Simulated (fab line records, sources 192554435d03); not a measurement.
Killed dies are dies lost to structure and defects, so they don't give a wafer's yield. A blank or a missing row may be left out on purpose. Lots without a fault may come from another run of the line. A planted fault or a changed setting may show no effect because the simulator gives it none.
Problem report in the 8D (eight disciplines) form, filled by code | flow n5_finfet | the parts of the form that need people (team, actions taken, sign-off) are left out

1. THE PROBLEM
M4_ILD_THK at N5_BEOL_M4_THK_MEAS_01 reads a mean of 59.8 nm on 3 wafers of 3 lots; wafers without a fault read 79.3 nm with a standard deviation of 1. That is -19 standard deviations from the usual mean.
First seen on wafer L756.1, day 11 20:33, on film_metro-02. The record holds 28 wafers of 10 lots with a number at this step. Rule for "out", or "out of limits": more than 4 standard deviations from the usual mean. The other wafers with a number count as sound.

2. WHAT IT IS AND WHAT IT IS NOT
question                    | is                           | is not
which readings at this step | M4_ILD_THK                   | -
which lots                  | L756, L759, L761             | L739, L741, L742, L745, L746, L749, L750
which wafers of those lots  | L756.1, L759.3, L761.1       | L756.4, L756.5, L759.2, L761.4
read on which gauges        | film_metro-01, film_metro-02 | -
when                        | from day 11 20:33            | up to then (23 sound wafers); but 2 sound wafers of L759, L761 came after

3. SUSPECTS, AND WHAT RULES EACH OUT
Counting: a tool at a process step up to the reading stays a suspect if it ran every lot that is out. Sound lots after the first of them don't rule it out here, since some wafers of a struck lot are sound.
- the gauge at N5_BEOL_M4_THK_MEAS_01: ruled out. The wafers that are out were read on 2 gauges (film_metro-01, film_metro-02).
- pecvd-03 at N5_BEOL_M4_ILD_DEP_00 (deposits SiOC from DEMS/O2, target thk 79 nm, time 15.3 s): kept. It ran every lot that is out, first L756 (day 11 20:29); its last sound lot up to then is L749 (day 9 16:27).
Left after counting: pecvd-03 at N5_BEOL_M4_ILD_DEP_00.

4. THE CAUSE (what the simulator had put in)
Process parameter drift: pecvd-03, from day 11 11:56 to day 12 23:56, at N5_BEOL_M4_ILD_DEP_00. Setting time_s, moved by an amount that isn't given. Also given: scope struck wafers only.
Counting left only this tool.

5. THE CHAIN OF EFFECTS, in route order
Each row: a reading whose mean over the struck wafers that have a number lies more than 3 standard deviations from the usual. Only readings for which the record gives a usual standard deviation are gone through. hours: the time from each lot's start at the first step in this table that gives one to its start at this step, as a median over the lots. sigmas: the change in usual standard deviations.
hours | step                   | reading    | usual   | on struck wafers | change | sigmas
0     | N5_BEOL_M4_THK_MEAS_01 | M4_ILD_THK | 79.3 nm | 59.8             | -19.5  | -19
Readings that are blank on the struck wafers while sound wafers have them: rf_fwd_power_W at N5_BEOL_M4_ILD_DEP_00.
Later measuring or inspecting steps at which every struck wafer that the step has a row for has a number for every such reading, and none has moved that far: N5_BEOL_M4_RC_MEAS_101.

6. WHAT WOULD HAVE CAUGHT IT SOONER
In this record the first reading out of limits at a measuring or inspecting step was taken at day 11 20:33, 9 hours after the fault began at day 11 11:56.
Of the lots that are out (3), L759, L761 began N5_BEOL_M4_ILD_DEP_00 on pecvd-03 after day 11 20:33. A hold on the tool at that time would have spared those 2.
